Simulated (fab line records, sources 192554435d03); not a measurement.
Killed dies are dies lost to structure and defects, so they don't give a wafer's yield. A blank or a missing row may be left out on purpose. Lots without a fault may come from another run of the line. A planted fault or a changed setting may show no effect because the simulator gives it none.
Chamber matching | flow n5_finfet | N5_STI_FIN_REVEAL_CMP_04 on cmp-01: 4 sister chambers
The step polishes, stops on Si3N4, t overpolish 4 s, target thk 131.83 nm. 14 wafers are shown with their chamber, then 7 later ones without.

WAFERS WITH THEIR CHAMBER
wafer  | chamber | motor_current_A (A) | slurry_flow_ml_min | time_to_endpoint_s (s)
L078.1 | 0       | 8.7                 | 150.2              | 103
L078.3 | 1       | 7.1                 | 150.0              | 103
L078.6 | 2       | 8.5                 | 150.6              | 95
L081.1 | 0       | 8.6                 | 150.0              | 100
L081.5 | 0       | 8.2                 | 149.3              | 100
L081.6 | 3       | 7.5                 | 148.9              | 96
L082.1 | 3       | 7.3                 | 150.6              | 102
L082.5 | 3       | 7.3                 | 150.1              | 101
L082.6 | 0       | 8.6                 | 150.0              | 103
L084.1 | 0       | 8.6                 | 149.6              | 106
L084.2 | 3       | 7.1                 | 148.7              | 104
L084.3 | 2       | 8.8                 | 150.5              | 101
L087.3 | 3       | 7.3                 | 150.0              | 105
L087.4 | 0       | 8.9                 | 150.5              | 104

SIGNATURES (means of the wafers above)
reading            | chamber 0 | chamber 1 | chamber 2 | chamber 3 | scatter within a chamber
motor_current_A    | 8.600     | 7.100     | 8.650     | 7.300     | 0.196
slurry_flow_ml_min | 149.933   | 150.000   | 150.550   | 149.660   | 0.601
time_to_endpoint_s | 102.67    | 103.00    | 98.00     | 101.60    | 3.07
Rule: a wafer's distance from a chamber is the root of the sum, over the readings, of the square of ((its reading less the chamber's mean) divided by the reading's scatter). The wafer belongs to the nearest chamber; if the next one is less than 2 further off, it can't be placed. The scatter: the root of (the sum of the squares of (reading less its chamber's mean) over the shown wafers, divided by (wafers less chambers)).

WAFERS WITHOUT THEIR CHAMBER
wafer  | motor_current_A (A) | slurry_flow_ml_min | time_to_endpoint_s (s)
L087.5 | 8.6                 | 150.6              | 107
L090.1 | 8.1                 | 149.8              | 99
L090.2 | 7.3                 | 149.8              | 108
L090.3 | 7.3                 | 150.1              | 103
L097.1 | 7.0                 | 150.4              | 110
L097.3 | 7.1                 | 149.9              | 104
L097.5 | 7.1                 | 150.3              | 102

WHICH CHAMBER EACH WENT THROUGH
wafer  | from the rows above          | in truth
L087.5 | can't be placed: 0 or 2      | 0
L090.1 | can't be placed: 0 or 2 or 3 | 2
L090.2 | can't be placed: 1 or 3      | 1
L090.3 | can't be placed: 3 or 1      | 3
L097.1 | can't be placed: 1 or 3      | 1
L097.3 | can't be placed: 1 or 3      | 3
L097.5 | can't be placed: 1 or 3      | 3
Placed correctly: 0 of 7. Can't be placed from these rows: 7 (the true chamber is among the candidates in 7). Placed wrongly: 0.
